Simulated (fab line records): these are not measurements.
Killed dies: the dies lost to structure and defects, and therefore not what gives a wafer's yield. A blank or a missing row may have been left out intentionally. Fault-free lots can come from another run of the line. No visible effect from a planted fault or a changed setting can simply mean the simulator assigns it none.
fab line records ; flow n5_finfet
[record] lots = 7; wafers = 21
route steps=1938 shown BEOL_M8@1350 BEOL_M9@1419 BEOL_M11@1541
start_h: start of the lot's first displayed wafer, in hours after the record's first day ; wait_h: how many hours have passed since the lot's step before this one ; " the same as in the row above ; L1.1+2: a row that stands for several wafers ; - either no value or no given start ; * or withheld: withheld ; < > ~ a bound
route shown NAME@n: names a module that has steps shown in the file, with the first one's number in the route ; usual: average and standard deviation across the fault-free wafers ; same: alike in all rows ; chamber/n: place in a boat ; sites: each site's reading ; _std_site: their standard deviation ; _edge_site: outer sites' mean less inner sites' ; radius_mm: for every site, how far away it sits from the centre of the wafer ; mask NAME#n: copy n ; behind: the tool/chamber that last shaped the wafer ; hold: what put the lot on hold/how long, in hours/how the hold closed ; device: names the non-switching transistor (n, p or np) ; end of line: tests of these same wafers at the route's end ; for a step that has no rows: nothing shown but its recipe ; killed: dies lost to structure and defects at the first sort, not the wafer's yield ; map: the dies of a wafer, with x for killed, . for not killed, _ for no die there
set.NAME: the run value of the setting; set.NAME@STEP: its run value at that earlier step ; model.NAME: the simulator's own value behind a step, which no gauge read
lots run with intentionally changed settings; tables by step, rows by wafer
[[steps]]
[step N5_BEOL_M8_ETCH_62]
[recipe] chemistry = N2/H2; target = SOC; target_depth_a = 1100; overetch_a = 220; mask_material = SiARC; temp_c = 40; time_s = 165; ion_energy_ev = 200; pressure_mtorr = 30; source_w = 840; bias_w = 150; n2_flow_sccm = 200; h2_flow_sccm = 200
lot.wafer;tool;chamber;start_h;wait_h;set.time_s;model.SiARC_of_BEOL_M8_COAT_60.thk_nm
L076.1+4;rie_diel-02;2,1;210.72;0.0;151.9;28.8
L076.2;rie_diel-02;3;210.72;0.0;165;28
L079.1;rie_diel-03;2;233.56;0.0;165;28
L079.3;rie_diel-03;0;233.56;0.0;141.1;29
L079.6;rie_diel-03;1;233.56;0.0;165;28.2
L083.3;rie_diel-02;0;264.48;0.0;165;28.4
L083.5;rie_diel-02;0;264.48;0.0;139.3;29.4
L083.6;rie_diel-02;3;264.48;0.0;139.3;29.2
L088.2;rie_diel-02;2;279.58;0.1;165;28.2
L088.3;rie_diel-02;1;279.58;0.1;165;28.4
L088.4;rie_diel-02;2;279.58;0.1;193.9;27
L091.1+5;rie_diel-03;0;314.91;0.0;131.6;29.6
L091.4;rie_diel-03;3;314.91;0.0;165;28.6
L096.3;rie_diel-03;1;333.77;0.0;165;28.2
L096.5;rie_diel-03;2;333.77;0.0;165;28
L096.6;rie_diel-03;3;333.77;0.0;165;28.6
L097.2;rie_diel-04;3;356.69;0.0;165;28.6
L097.4+5;rie_diel-04;0,2;356.69;0.0;165;28.2
[step N5_BEOL_M8_STRIP_68]
[recipe] chemistry = N2/H2; temp_c = 40; n2_flow_sccm = 200; h2_flow_sccm = 200; rf_frequency_hz = 6e+07
[step N5_BEOL_M8_STRIP_67]
[recipe] chemistry = CF4; resist = SiARC; power_w = 300; bias_power_w = 75; pressure_mtorr = 50; cf4_flow_sccm = 150; rf_frequency_hz = 6e+07
[step N5_BEOL_M8_HM_OPEN_17]
[recipe] chemistry = Cl2/BCl3; target_depth_a = 200; overetch_a = 60; target = TiN; mask_material = SOC; ion_energy_ev = 150; pressure_mtorr = 10; icp_w = 1000; bias_w = 126; Cl2_flow_sccm = 53.25; bcl3_flow_sccm = 21.75; Ar_flow_sccm = 25
lot.wafer;tool;chamber;start_h;wait_h;set.dose_mj@BEOL_M8_EXPOSE_08;model.BEOL_M8.cd_offset_nm
L076.1;rie_metal-03;1;210.91;0.0;68.25;-0.2
L076.2;rie_metal-03;0;210.91;0.0;68.25;0.2
L076.4;rie_metal-03;1;210.91;0.0;68.25;-0.4
L079.1;rie_metal-03;0;233.75;0.0;68.25;0
L079.3;rie_metal-03;1;233.75;0.0;72.11;2.2
L079.6;rie_metal-03;1;233.75;0.0;72.11;3.2
L083.3;rie_metal-03;0;264.70;0.1;68.25;0.6
L083.5;rie_metal-03;1;264.70;0.1;68.25;-1.4
L083.6;rie_metal-03;0;264.70;0.1;68.25;-0.6
L088.2;rie_metal-03;1;279.85;0.0;64.38;-2.4
L088.3;rie_metal-03;1;279.85;0.0;68.25;0.8
L088.4;rie_metal-03;0;279.85;0.0;68.25;1.2
L091.1;rie_metal-03;1;315.10;0.0;65.67;-3.2
L091.4;rie_metal-03;0;315.10;0.0;68.25;0.2
L091.5;rie_metal-03;0;315.10;0.0;65.67;-2
L096.3;rie_metal-02;0;333.98;0.1;71.29;3.4
L096.5;rie_metal-02;0;333.98;0.1;71.29;2.4
L096.6;rie_metal-02;1;333.98;0.1;68.25;1.6
L097.2;rie_metal-02;0;356.88;0.0;68.25;0.2
L097.4;rie_metal-02;0;356.88;0.0;68.25;0.4
L097.5;rie_metal-02;1;356.88;0.0;68.25;0
[step N5_BEOL_M8_STRIP_19]
[recipe] chemistry = O2; power_w = 400; temp_c = 40; pressure_mtorr = 30; rf_frequency_hz = 6e+07; bias_power_w = 0; overash_fraction = 0.2; o2_flow_sccm = 225
[step N5_BEOL_M8_CD_MEAS_18]
[recipe] pitch_nm = 80; target_cd_nm = 40
[usual] cd_nm = 40.2/0.64
lot.wafer;tool;chamber;start_h;wait_h;set.dose_mj@BEOL_M8_EXPOSE_08;cd_nm
L076.1;cd_sem-01;-;211.19;0.0;68.25;39.4
L076.2;cd_sem-01;-;211.19;0.0;68.25;39.9
L076.4;cd_sem-01;-;211.19;0.0;68.25;39.4
L079.1;cd_sem-02;-;234.04;0.0;68.25;39.6
L079.3;cd_sem-02;-;234.04;0.0;72.11;42.2
L079.6;cd_sem-02;-;234.04;0.0;72.11;43.4
L083.3;cd_sem-01;-;264.86;0.1;68.25;40.5
L083.5;cd_sem-01;-;264.86;0.1;68.25;38.1
L083.6;cd_sem-01;-;264.86;0.1;68.25;39.7
L088.2;cd_sem-02;-;280.08;0.1;64.38;37.6
L088.3;cd_sem-02;-;280.08;0.1;68.25;40.7
L088.4;cd_sem-02;-;280.08;0.1;68.25;41.3
L091.1;cd_sem-01;-;315.28;0.0;65.67;37.1
L091.4;cd_sem-01;-;315.28;0.0;68.25;40.0
L091.5;cd_sem-01;-;315.28;0.0;65.67;38.4
L096.3;cd_sem-02;-;334.14;0.1;71.29;43.4
L096.5;cd_sem-02;-;334.14;0.1;71.29;42.8
L096.6;cd_sem-02;-;334.14;0.1;68.25;41.8
L097.2;cd_sem-03;-;357.06;0.1;68.25;40.1
L097.4;cd_sem-03;-;357.06;0.1;68.25;40.4
L097.5;cd_sem-03;-;357.06;0.1;68.25;39.8
[step N5_BEOL_M8_COAT_63]
[recipe] resist = SOC; temp_c = 250; time_s = 60; spin_rpm = 1500; resist_thk_nm = 60
[step N5_BEOL_M8_COAT_64]
[recipe] resist = SiARC; temp_c = 220; time_s = 60; spin_rpm = 1500; resist_thk_nm = 12
[step N5_BEOL_M8_PRECLEAN_42]
[recipe] chemistry = residue_remover; time_s = 60; temp_c = 40
[step N5_BEOL_M8_SRD_43]
[recipe] time_s = 30; temp_c = 23; rinse_liquid = diw; dry = ipa_marangoni
[step N5_BEOL_M8_CD_MEAS_35]
[recipe] target_cd_nm = 40; polarity = opening
[usual] cd_nm = 40.1/0.65
lot.wafer;tool;chamber;start_h;wait_h;set.dose_mj@BEOL_M8_EXPOSE_08;cd_nm
L076.1;cd_sem-01;-;213.54;0.0;68.25;39.4
L076.2;cd_sem-01;-;213.54;0.0;68.25;40.0
L076.4;cd_sem-01;-;213.54;0.0;68.25;39.4
L079.1;cd_sem-02;-;236.48;0.0;68.25;39.7
L079.3;cd_sem-02;-;236.48;0.0;72.11;41.7
L079.6;cd_sem-02;-;236.48;0.0;72.11;43.2
L083.3;cd_sem-02;-;266.20;0.0;68.25;40.7
L083.5;cd_sem-02;-;266.20;0.0;68.25;38.5
L083.6;cd_sem-02;-;266.20;0.0;68.25;39.3
L088.2;cd_sem-03;-;283.33;0.0;64.38;37.4
L088.3;cd_sem-03;-;283.33;0.0;68.25;41.0
L088.4;cd_sem-03;-;283.33;0.0;68.25;40.9
L091.1;cd_sem-01;-;316.52;0.0;65.67;36.9
L091.4;cd_sem-01;-;316.52;0.0;68.25;40.4
L091.5;cd_sem-01;-;316.52;0.0;65.67;38.2
L096.3;cd_sem-02;-;335.32;0.0;71.29;43.4
L096.5;cd_sem-02;-;335.32;0.0;71.29;42.5
L096.6;cd_sem-02;-;335.32;0.0;68.25;41.5
L097.2;cd_sem-03;-;358.57;0.0;68.25;39.8
L097.4;cd_sem-03;-;358.57;0.0;68.25;40.5
L097.5;cd_sem-03;-;358.57;0.0;68.25;40.0
[step N5_BEOL_M9_ETCH_62]
[recipe] chemistry = N2/H2; target = SOC; target_depth_a = 1100; overetch_a = 220; mask_material = SiARC; temp_c = 40; time_s = 165; ion_energy_ev = 200; pressure_mtorr = 30; source_w = 840; bias_w = 150; n2_flow_sccm = 200; h2_flow_sccm = 200
lot.wafer;tool;chamber;start_h;wait_h;set.time_s;model.SiARC_of_BEOL_M9_COAT_60.thk_nm
L076.1;rie_diel-05;3;222.10;0.0;165;23.6
L076.2;rie_diel-05;1;222.10;0.0;165;23.2
L076.4;rie_diel-05;0;222.10;0.0;197.9;22.2
L079.1+6;rie_diel-05;1;243.99;0.0;165;23.2
L079.3;rie_diel-05;0;243.99;0.0;165;23.4
L083.3;rie_diel-01;3;271.36;0.0;165;23.4
L083.5;rie_diel-01;1;271.36;0.0;165;23.2
L083.6;rie_diel-01;0;271.36;0.0;165;23.8
L088.2;rie_diel-06;1;289.56;0.0;181.6;23
L088.3;rie_diel-06;0;289.56;0.0;181.6;23.2
L088.4;rie_diel-06;3;289.56;0.0;165;23.4
L091.1+4;rie_diel-01;2,3;321.08;0.0;165;23.6
L091.5;rie_diel-01;0;321.08;0.0;144.4;24.8
L096.3;rie_diel-05;3;343.76;0.0;165;23.2
L096.5;rie_diel-05;0;343.76;0.0;141.1;24.2
L096.6;rie_diel-05;3;343.76;0.0;165;23.4
L097.2;rie_diel-01;1;366.22;0.0;165;23.6
L097.4+5;rie_diel-01;3,1;366.22;0.0;165;23.4
[step N5_BEOL_M9_COAT_22]
[recipe] resist = CAR-EUV; spin_rpm = 1500; resist_thk_nm = 30
lot.wafer;tool;chamber;start_h;wait_h;set.spin_rpm;model.CAR-EUV_of_BEOL_M9_COAT_22.thk_nm
L076.1+4;litho_track-03;0;-;-;1500;30
L076.2;litho_track-03;0;-;-;1562;29.4
L079.1;litho_track-04;0;-;-;1661;28.6
L079.3;litho_track-04;0;-;-;1661;28.4
L079.6;litho_track-04;0;-;-;1500;29.8
L083.3+5;litho_track-03;0;-;-;1450;30.4
L083.6;litho_track-03;0;-;-;1500;29.8
L088.2;litho_track-04;0;-;-;1545;29.6
L088.3+4;litho_track-04;0;-;-;1500;30
L091.1;litho_track-04;0;-;-;1500;30
L091.4+5;litho_track-04;0;-;-;1352;31.6
L096.3+6;litho_track-05;0;-;-;1500;30.2
L096.5;litho_track-05;0;-;-;1500;30
L097.2+4+5;litho_track-05;0;-;-;1500;30
[step N5_BEOL_M9_EBR_24]
[recipe] solvent = PGMEA; ebr_width_mm = 1.5
[step N5_BEOL_M9_SOFTBAKE_23]
[recipe] temp_c = 110; time_s = 60; resist = CAR-EUV
[step N5_BEOL_M9_DESCUM_33]
[recipe] chemistry = O2; time_s = 7; source_power_w = 50; bias_power_w = 20; pressure_mtorr = 20; rf_frequency_hz = 2.712e+07; temp_c = 40; resist = CAR-EUV; o2_flow_sccm = 225
lot.wafer;tool;chamber;start_h;wait_h;set.spin_rpm@BEOL_M9_COAT_22;model.CAR-EUV_of_BEOL_M9_COAT_22.thk_nm
L076.1+4;rie_diel-01;2,3;224.81;0.1;1500;26
L076.2;rie_diel-01;1;224.81;0.1;1562;25.4
L079.1;rie_diel-01;0;244.79;0.0;1661;24.6
L079.3;rie_diel-01;3;244.79;0.0;1661;24.4
L079.6;rie_diel-01;0;244.79;0.0;1500;26
L083.3+5;rie_diel-01;0,3;272.46;0.0;1450;26.4
L083.6;rie_diel-01;0;272.46;0.0;1500;26
L088.2;rie_diel-05;0;291.00;0.0;1545;25.6
L088.3+4;rie_diel-05;1,2;291.00;0.0;1500;26
L091.1;rie_diel-06;3;324.24;0.6;1500;26
L091.4+5;rie_diel-06;2,1;324.24;0.6;1352;27.6
L096.3+6;rie_diel-01;1,2;346.32;0.9;1500;26.2
L096.5;rie_diel-01;1;346.32;0.9;1500;26
L097.2+4;rie_diel-06;1,2;368.53;0.2;1500;26
L097.5;rie_diel-06;1;368.53;0.2;1500;26.2
[step N5_BEOL_M11_COAT_59]
[recipe] resist = SOC; temp_c = 250; time_s = 60; spin_rpm = 1500; resist_thk_nm = 100
lot.wafer;tool;chamber;start_h;wait_h;set.spin_rpm;model.SOC_of_BEOL_M11_COAT_59.thk_nm
L076.1;litho_track-04;0;236.72;0.1;1500;100.2
L076.2;litho_track-04;0;236.72;0.1;1500;100.4
L076.4;litho_track-04;0;236.72;0.1;1500;100
L079.1+3;litho_track-03;0;262.32;0.1;1500;100
L079.6;litho_track-03;0;262.32;0.1;1375;104.2
L083.3;litho_track-04;0;288.43;0.1;1500;100.6
L083.5;litho_track-04;0;288.43;0.1;1628;96.4
L083.6;litho_track-04;0;288.43;0.1;1500;100.2
L088.2;litho_track-04;0;304.76;0.1;1500;99.6
L088.3+4;litho_track-04;0;304.76;0.1;1500;99.8
L091.1;litho_track-04;0;338.11;0.1;1621;96.2
L091.4;litho_track-04;0;338.11;0.1;1621;96.6
L091.5;litho_track-04;0;338.11;0.1;1500;100
L096.3;litho_track-04;0;361.59;0.1;1500;100.2
L096.5;litho_track-04;0;361.59;0.1;1500;100.4
L096.6;litho_track-04;0;361.59;0.1;1366;105.2
L097.2+5;litho_track-02;0;384.14;0.1;1500;99.6
L097.4;litho_track-02;0;384.14;0.1;1500;99.8
[step N5_BEOL_M11_COAT_60]
[recipe] resist = SiARC; temp_c = 220; time_s = 60; spin_rpm = 1500; resist_thk_nm = 30
lot.wafer;tool;chamber;start_h;wait_h;set.spin_rpm;model.SiARC_of_BEOL_M11_COAT_60.thk_nm
L076.1;litho_track-04;0;-;-;1574;29.4
L076.2+4;litho_track-04;0;-;-;1500;30
L079.1;litho_track-03;0;-;-;1500;30
L079.3+6;litho_track-03;0;-;-;1333;31.8
L083.3;litho_track-04;0;-;-;1341;31.6
L083.5;litho_track-04;0;-;-;1500;29.8
L083.6;litho_track-04;0;-;-;1500;30
L088.2+3;litho_track-04;0;-;-;1500;30
L088.4;litho_track-04;0;-;-;1500;29.8
L091.1+5;litho_track-04;0;-;-;1500;30
L091.4;litho_track-04;0;-;-;1341;31.8
L096.3+6;litho_track-04;0;-;-;1334;32
L096.5;litho_track-04;0;-;-;1500;30
L097.2+4+5;litho_track-02;0;-;-;1500;30
[step N5_BEOL_M11_COAT_05]
[recipe] resist = CAR-ArF; spin_rpm = 1500; resist_thk_nm = 90
[step N5_BEOL_M11_EBR_07]
[recipe] solvent = PGMEA; ebr_width_mm = 1.5
[step N5_BEOL_M11_DESCUM_16]
[recipe] chemistry = O2; time_s = 7.9; source_power_w = 50; bias_power_w = 20; pressure_mtorr = 20; rf_frequency_hz = 2.712e+07; temp_c = 40; resist = CAR-ArF; o2_flow_sccm = 225
[step N5_BEOL_M11_ETCH_61]
[recipe] chemistry = CF4; target = SiARC; target_depth_a = 390; mask_material = CAR-ArF; time_s = 65; ion_energy_ev = 80; pressure_mtorr = 40; source_w = 545; bias_w = 36; Ar_flow_sccm = 100; cf4_flow_sccm = 100; ends = cleared
lot.wafer;tool;chamber;start_h;wait_h;set.spin_rpm@BEOL_M11_COAT_60;model.etch.depth_nm;model.CAR-ArF_of_BEOL_M11_COAT_05.thk_nm
L076.1;rie_diel-05;0;237.21;0.0;1574;29.38;56.4
L076.2;rie_diel-05;1;237.21;0.0;1500;29.97;55.8
L076.4;rie_diel-05;2;237.21;0.0;1500;30.06;56
L079.1;rie_diel-06;0;263.21;0.0;1500;29.91;55.8
L079.3;rie_diel-06;2;263.21;0.0;1333;31.82;54
L079.6;rie_diel-06;0;263.21;0.0;1333;31.8;54.2
L083.3;rie_diel-05;1;289.25;0.0;1341;31.65;54.2
L083.5;rie_diel-05;3;289.25;0.0;1500;29.88;56.2
L083.6;rie_diel-05;0;289.25;0.0;1500;29.92;56
L088.2;rie_diel-05;1;305.26;0.0;1500;29.93;55.6
L088.3;rie_diel-05;0;305.26;0.0;1500;30;55.6
L088.4;rie_diel-05;2;305.26;0.0;1500;29.82;56
L091.1;rie_diel-05;2;338.92;0.0;1500;30.02;55.4
L091.4;rie_diel-05;3;338.92;0.0;1341;31.87;53.8
L091.5;rie_diel-05;0;338.92;0.0;1500;30.01;55.6
L096.3;rie_diel-05;2;362.08;0.0;1334;32.02;53.6
L096.5;rie_diel-05;2;362.08;0.0;1500;30.07;55.2
L096.6;rie_diel-05;1;362.08;0.0;1334;31.95;53.6
L097.2;rie_diel-05;0;384.72;0.0;1500;29.94;55.6
L097.4;rie_diel-05;1;384.72;0.0;1500;30.01;55.6
L097.5;rie_diel-05;3;384.72;0.0;1500;29.95;55.6
[step N5_BEOL_M11_ETCH_62]
[recipe] chemistry = N2/H2; target = SOC; target_depth_a = 1100; overetch_a = 220; mask_material = SiARC; temp_c = 40; time_s = 165; ion_energy_ev = 200; pressure_mtorr = 30; source_w = 840; bias_w = 150; n2_flow_sccm = 200; h2_flow_sccm = 200
lot.wafer;tool;chamber;start_h;wait_h;set.spin_rpm@BEOL_M11_COAT_59;set.spin_rpm@BEOL_M11_COAT_60;model.SiARC_of_BEOL_M11_COAT_60.thk_nm;model.etch.depth_nm
L076.1;rie_diel-05;0;237.26;0.0;1500;1574;22.6;100.2
L076.2;rie_diel-05;1;237.26;0.0;1500;1500;23;100.4
L076.4;rie_diel-05;2;237.26;0.0;1500;1500;23.2;100.1
L079.1;rie_diel-06;0;263.26;0.0;1500;1500;23.8;99.94
L079.3;rie_diel-06;2;263.26;0.0;1500;1333;25.6;99.96
L079.6;rie_diel-06;0;263.26;0.0;1375;1333;25.6;104.2
L083.3;rie_diel-05;1;289.30;0.0;1500;1341;24.8;100.6
L083.5;rie_diel-05;3;289.30;0.0;1628;1500;23.6;96.38
L083.6;rie_diel-05;0;289.30;0.0;1500;1500;23.2;100.1
L088.2;rie_diel-05;1;305.31;0.0;1500;1500;23.2;99.7
L088.3;rie_diel-05;0;305.31;0.0;1500;1500;23.4;99.79
L088.4;rie_diel-05;2;305.31;0.0;1500;1500;23;99.71
L091.1;rie_diel-05;2;338.97;0.0;1621;1500;23.4;96.21
L091.4;rie_diel-05;3;338.97;0.0;1621;1341;25.2;96.64
L091.5;rie_diel-05;0;338.97;0.0;1500;1500;23.4;100.1
L096.3;rie_diel-05;2;362.13;0.0;1500;1334;25.2;100.3
L096.5;rie_diel-05;2;362.13;0.0;1500;1500;23.4;100.3
L096.6;rie_diel-05;1;362.13;0.0;1366;1334;25.2;105.3
L097.2;rie_diel-05;0;384.77;0.0;1500;1500;23.4;99.53
L097.4;rie_diel-05;1;384.77;0.0;1500;1500;23.2;99.84
L097.5;rie_diel-05;3;384.77;0.0;1500;1500;23.2;99.66
[step N5_BEOL_M11_STRIP_68]
[recipe] chemistry = N2/H2; temp_c = 40; n2_flow_sccm = 200; h2_flow_sccm = 200; rf_frequency_hz = 6e+07
[step N5_BEOL_M11_STRIP_67]
[recipe] chemistry = CF4; resist = SiARC; power_w = 300; bias_power_w = 75; pressure_mtorr = 50; cf4_flow_sccm = 150; rf_frequency_hz = 6e+07
[step N5_BEOL_M11_HM_OPEN_17]
[recipe] chemistry = Cl2/BCl3; target_depth_a = 200; overetch_a = 60; target = TiN; mask_material = SOC; ion_energy_ev = 150; pressure_mtorr = 10; icp_w = 1000; bias_w = 126; Cl2_flow_sccm = 53.25; bcl3_flow_sccm = 21.75; Ar_flow_sccm = 25
lot.wafer;tool;chamber;start_h;wait_h;set.spin_rpm@BEOL_M11_COAT_59;model.SOC_of_BEOL_M11_COAT_59.thk_nm
L076.1;rie_metal-03;0;237.45;0.0;1500;92.4
L076.2;rie_metal-03;1;237.45;0.0;1500;92.2
L076.4;rie_metal-03;0;237.45;0.0;1500;92
L079.1+3;rie_metal-02;0;263.45;0.0;1500;92.2
L079.6;rie_metal-02;0;263.45;0.0;1375;96.4
L083.3;rie_metal-01;1;289.52;0.1;1500;92.6
L083.5;rie_metal-01;0;289.52;0.1;1628;88.4
L083.6;rie_metal-01;1;289.52;0.1;1500;92
L088.2+3+4;rie_metal-02;1;305.53;0.1;1500;91.8
L091.1;rie_metal-02;1;339.15;0.0;1621;88.2
L091.4;rie_metal-02;1;339.15;0.0;1621;88.6
L091.5;rie_metal-02;0;339.15;0.0;1500;92.2
L096.3+5;rie_metal-02;0,1;362.35;0.1;1500;92.4
L096.6;rie_metal-02;0;362.35;0.1;1366;97.4
L097.2+5;rie_metal-03;1;384.95;0.0;1500;91.4
L097.4;rie_metal-03;1;384.95;0.0;1500;91.8
[step N5_BEOL_M11_EXPOSE_25]
[recipe] mask_id = V10; na = 1.35; source_shape = annular; sigma_inner = 0.5; sigma_outer = 0.8; polarization = unpolarized; dose_mj = 85.5
lot.wafer;tool;chamber;start_h;wait_h;mask;set.dose_mj
L076.1+2;arfi_scanner-03;0;238.30;-;V10#0;89.22
L076.4;arfi_scanner-03;0;238.30;-;V10#0;85.5
L079.1+6;arfi_scanner-02;0;265.16;-;V10#0;85.5
L079.3;arfi_scanner-02;0;265.16;-;V10#0;88.71
L083.3+5;arfi_scanner-02;0;290.04;-;V10#0;89.05
L083.6;arfi_scanner-02;0;290.04;-;V10#0;85.5
L088.2+3+4;arfi_scanner-01;0;307.50;-;V10#0;85.5
L091.1+4+5;arfi_scanner-03;0;340.25;-;V10#0;85.5
L096.3+6;arfi_scanner-01;0;364.43;-;V10#0;89.26
L096.5;arfi_scanner-01;0;364.43;-;V10#0;85.5
L097.2+4+5;arfi_scanner-03;0;385.43;-;V10#0;85.5
[step N5_BEOL_M11_PEB_26]
[recipe] peb_temp_c = withheld; peb_time_s = 60; resist = CAR-ArF
[step N5_BEOL_M11_DEVELOP_27]
[recipe] develop_time_s = 30; developer = TMAH; resist = CAR-ArF; rinse_liquid = diw; dry = air_spin; dev_temp_c = 23
[step N5_BEOL_M11_CD_MEAS_28]
[recipe] target_cd_nm = 70; landing_energy_ev = 500; detector = se_inlens; polarity = opening
[usual] cd_nm = 69.8/1.2
lot.wafer;tool;chamber;start_h;wait_h;set.dose_mj@BEOL_M11_EXPOSE_25;cd_nm
L076.1;cd_sem-02;0;238.43;-;89.22;71.8
L076.2;cd_sem-02;0;238.43;-;89.22;72.2
L076.4;cd_sem-02;0;238.43;-;85.5;67.8
L079.1;cd_sem-01;0;265.29;-;85.5;71.3
L079.3;cd_sem-01;0;265.29;-;88.71;74.2
L079.6;cd_sem-01;0;265.29;-;85.5;71.9
L083.3;cd_sem-02;0;290.16;-;89.05;74.0
L083.5;cd_sem-02;0;290.16;-;89.05;73.3
L083.6;cd_sem-02;0;290.16;-;85.5;70.3
L088.2;cd_sem-01;0;307.63;-;85.5;68.7
L088.3;cd_sem-01;0;307.63;-;85.5;69.0
L088.4;cd_sem-01;0;307.63;-;85.5;69.2
L091.1;cd_sem-01;0;340.38;-;85.5;69.4
L091.4;cd_sem-01;0;340.38;-;85.5;69.9
L091.5;cd_sem-01;0;340.38;-;85.5;69.6
L096.3;cd_sem-02;0;364.56;-;89.26;74.0
L096.5;cd_sem-02;0;364.56;-;85.5;69.5
L096.6;cd_sem-02;0;364.56;-;89.26;73.6
L097.2;cd_sem-03;0;385.55;-;85.5;70.6
L097.4;cd_sem-03;0;385.55;-;85.5;71.4
L097.5;cd_sem-03;0;385.55;-;85.5;69.7
[step N5_BEOL_M11_VIA_ETCH_34]
[recipe] chemistry = C4F6/O2; target = SiCOH_lowk; target_depth_a = 1845; mask_material = SOC; taper_deg = 4; time_s = 69.2; ion_energy_ev = 250; pressure_mtorr = 30; source_w = 345; bias_w = 185; Ar_flow_sccm = 300; C4F6_flow_sccm = 10; O2_flow_sccm = 10
lot.wafer;tool;chamber;start_h;wait_h;set.time_s;model.etch.depth_nm;model.SOC_of_BEOL_M11_COAT_63.thk_nm
L076.1;rie_diel-05;2;238.73;0.0;75.38;202.4;91.2
L076.2;rie_diel-05;1;238.73;0.0;69.2;187.1;92
L076.4;rie_diel-05;3;238.73;0.0;75.38;196.7;91.4
L079.1;rie_diel-01;1;265.76;0.0;69.2;190.3;91.8
L079.3;rie_diel-01;0;265.76;0.0;69.2;179.7;92.2
L079.6;rie_diel-01;1;265.76;0.0;69.2;188.6;92
L083.3;rie_diel-05;3;290.45;0.0;69.2;182.1;91.6
L083.5;rie_diel-05;0;290.45;0.0;69.2;188.5;91.8
L083.6;rie_diel-05;1;290.45;0.0;69.2;187.9;92
L088.2;rie_diel-01;0;307.93;0.0;80.3;207.3;91
L088.3;rie_diel-01;2;307.93;0.0;69.2;184;92.2
L088.4;rie_diel-01;1;307.93;0.0;69.2;186.4;91.8
L091.1;rie_diel-01;2;340.99;0.0;69.2;184.1;91.8
L091.4;rie_diel-01;2;340.99;0.0;69.2;184.3;91.6
L091.5;rie_diel-01;0;340.99;0.0;69.2;179.5;91.4
L096.3;rie_diel-01;1;365.01;0.0;83.78;223.8;90.4
L096.5;rie_diel-01;2;365.01;0.0;83.78;221;90.2
L096.6;rie_diel-01;1;365.01;0.0;69.2;186.5;91.6
L097.2;rie_diel-05;2;385.97;0.0;69.2;185.5;92.2
L097.4;rie_diel-05;0;385.97;0.0;69.2;183.9;92
L097.5;rie_diel-05;3;385.97;0.0;69.2;190.4;91.6
[[key]]
[split] step = N5_BEOL_M8_ETCH_62; setting = time_s; stated = 165; by = wafer
[response] step = N5_BEOL_M8_ETCH_62; reading = model.SiARC_of_BEOL_M8_COAT_60.thk_nm; change = -0.062; per = 1%; r = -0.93
[split] step = N5_BEOL_M9_ETCH_62; setting = time_s; stated = 165; by = wafer
[response] step = N5_BEOL_M9_ETCH_62; reading = model.SiARC_of_BEOL_M9_COAT_60.thk_nm; change = -0.0636; per = 1%; r = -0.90
[split] step = N5_BEOL_M9_COAT_22; setting = spin_rpm; stated = 1500; by = wafer
[response] step = N5_BEOL_M9_COAT_22; reading = model.CAR-EUV_of_BEOL_M9_COAT_22.thk_nm; change = -0.142; per = 1%; r = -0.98
[response] step = N5_BEOL_M9_DESCUM_33; reading = model.CAR-EUV_of_BEOL_M9_COAT_22.thk_nm; change = -0.148; per = 1%; r = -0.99
[split] step = N5_BEOL_M11_COAT_59; setting = spin_rpm; stated = 1500; by = wafer
[response] step = N5_BEOL_M11_COAT_59; reading = model.SOC_of_BEOL_M11_COAT_59.thk_nm; change = -0.494; per = 1%; r = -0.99
[response] step = N5_BEOL_M11_ETCH_62; reading = model.etch.depth_nm; change = -0.497; per = 1%; r = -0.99
[response] step = N5_BEOL_M11_HM_OPEN_17; reading = model.SOC_of_BEOL_M11_COAT_59.thk_nm; change = -0.5; per = 1%; r = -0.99
[split] step = N5_BEOL_M11_COAT_60; setting = spin_rpm; stated = 1500; by = wafer
[response] step = N5_BEOL_M11_COAT_60; reading = model.SiARC_of_BEOL_M11_COAT_60.thk_nm; change = -0.166; per = 1%; r = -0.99
[response] step = N5_BEOL_M11_ETCH_61; reading = model.etch.depth_nm; change = -0.169; per = 1%; r = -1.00
[response] step = N5_BEOL_M11_ETCH_61; reading = model.CAR-ArF_of_BEOL_M11_COAT_05.thk_nm; change = +0.156; per = 1%; r = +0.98
[response] step = N5_BEOL_M11_ETCH_62; reading = model.SiARC_of_BEOL_M11_COAT_60.thk_nm; change = -0.154; per = 1%; r = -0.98
[split] step = N5_BEOL_M11_EXPOSE_25; setting = dose_mj; stated = 85.5; by = wafer
[response] step = N5_BEOL_M11_CD_MEAS_28; reading = cd_nm; change = +0.868; per = 1%; r = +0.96
[split] step = N5_BEOL_M11_VIA_ETCH_34; setting = time_s; stated = 69.2; by = wafer
[response] step = N5_BEOL_M11_VIA_ETCH_34; reading = model.etch.depth_nm; change = +1.56; per = 1%; r = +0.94
[response] step = N5_BEOL_M11_VIA_ETCH_34; reading = model.SOC_of_BEOL_M11_COAT_63.thk_nm; change = -0.0636; per = 1%; r = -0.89
split outside_this_file step=N5_BEOL_M8_EXPOSE_08 setting=dose_mj
// split outside_this_file: this setting was split too, and the file shows its column; the key of that split is in another file
